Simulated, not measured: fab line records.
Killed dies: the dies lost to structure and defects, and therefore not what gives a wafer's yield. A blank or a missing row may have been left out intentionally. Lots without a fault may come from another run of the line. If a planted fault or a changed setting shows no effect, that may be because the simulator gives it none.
Chamber matching    flow nandHarc    NHARC_P_GATE_DESCUM_93 on rieDiel-13 has 4 sister chambers
The step chemistry O2, time 3 s. 45 wafers are shown with their chamber, then 12 later ones without.

EACH WAFER AND ITS CHAMBER
wafer   chamber  drypumpMotorCurrentA (A)  oesProductAu (a.u.)  rfVppV (V)
L076.4  2        6.1                       1.017                57.8
L076.5  2        6.2                       1.016                57.2
L076.6  1        6.1                       0.997                55.7
L078.2  3        5.1                       1.013                57.9
L078.4  0        5.6                       1.002                58.7
L078.5  2        6.1                       1.024                58.1
L077.2  2        6.1                       1.029                58.1
L077.4  0        5.6                       1.007                59.1
L077.6  3        5.1                       1.014                57.6
L077.1  3        5.0                       1.012                56.9
L077.3  1        6.1                       0.977                58.2
L077.5  2        6.1                       1.030                58.1
L079.4  1        6.1                       0.992                56.6
L079.5  1        6.1                       0.996                59.4
L079.6  0        5.6                       1.007                56.4
L080.4  2        6.1                       1.012                56.2
L080.5  0        5.6                       0.998                57.1
L080.6  1        6.1                       0.989                56.7
L081.1  1        6.1                       0.991                58.0
L081.3  3        5.0                       1.016                57.9
L081.6  1        6.1                       0.985                58.2
L082.1  0        5.6                       1.013                57.3
L082.2  2        6.2                       1.012                57.9
L082.4  3        5.1                       0.999                57.1
L084.4  1        6.1                       0.990                58.0
L084.5  1        6.1                       0.998                57.7
L084.6  2        6.2                       1.013                58.0
L084.1  2        6.1                       1.019                57.8
L084.2  0        5.6                       1.022                56.7
L084.3  3        5.1                       1.010                57.0
L083.1  3        5.1                       1.012                57.5
L083.2  0        5.6                       1.007                57.4
L083.3  1        6.1                       0.995                56.7
L085.1  3        5.1                       1.007                57.6
L085.2  2        6.1                       1.010                58.1
L085.5  3        5.1                       1.005                58.1
L086.3  0        5.6                       1.026                57.2
L086.4  2        6.2                       1.014                58.7
L086.5  2        6.1                       1.016                58.7
L086.1  1        6.1                       0.975                57.7
L086.2  3        5.0                       1.013                57.0
L086.6  3        5.1                       1.013                55.9
L087.1  2        6.1                       1.010                58.8
L087.2  0        5.5                       1.014                57.8
L087.6  0        5.5                       1.019                57.9

SIGNATURES (means of the wafers above)
reading               chamber 0  chamber 1  chamber 2  chamber 3  scatter within a chamber
drypumpMotorCurrentA  5.580      6.100      6.131      5.073      0.04
oesProductAu          1.01150    0.98955    1.01708    1.01036    0.00715
rfVppV                57.560     57.536     57.962     57.318     0.802
Rule: for a wafer and a chamber, the distance is found by dividing, reading by reading, the gap between the wafer's reading and the chamber's mean by the reading's scatter, squaring, summing and taking the root. If the next closest chamber is less than 2 further off than the closest, the wafer can't be placed; otherwise it belongs to the closest. The scatter is the square root of a quotient: the sum, over the shown wafers, of each reading's squared deviation from its chamber's mean, divided by wafers minus chambers.

WAFERS WITH NO CHAMBER GIVEN
wafer   drypumpMotorCurrentA (A)  oesProductAu (a.u.)  rfVppV (V)
L087.3  5.1                       1.011                58.6
L087.4  6.1                       0.994                57.7
L087.5  6.1                       0.994                57.3
L088.1  5.6                       1.023                57.6
L088.5  6.2                       1.015                57.9
L088.6  6.1                       0.984                57.3
L089.1  5.1                       1.006                57.0
L089.4  5.6                       1.018                58.3
L089.5  6.1                       0.984                58.2
L097.1  6.1                       0.976                57.2
L097.2  6.2                       1.010                57.2
L097.3  5.1                       1.008                59.2

THE CHAMBER EACH PASSED THROUGH
wafer   from the rows above      in truth
L087.3  3                        3
L087.4  1                        1
L087.5  1                        1
L088.1  0                        0
L088.5  2                        2
L088.6  1                        1
L089.1  3                        3
L089.4  0                        0
L089.5  1                        1
L097.1  1                        1
L097.2  can't be placed: 2 or 1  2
L097.3  3                        3
Placed correctly: 11 of 12. Not placeable from these rows: 1 (in 1, the candidates include the true chamber). Placed wrongly: 0.
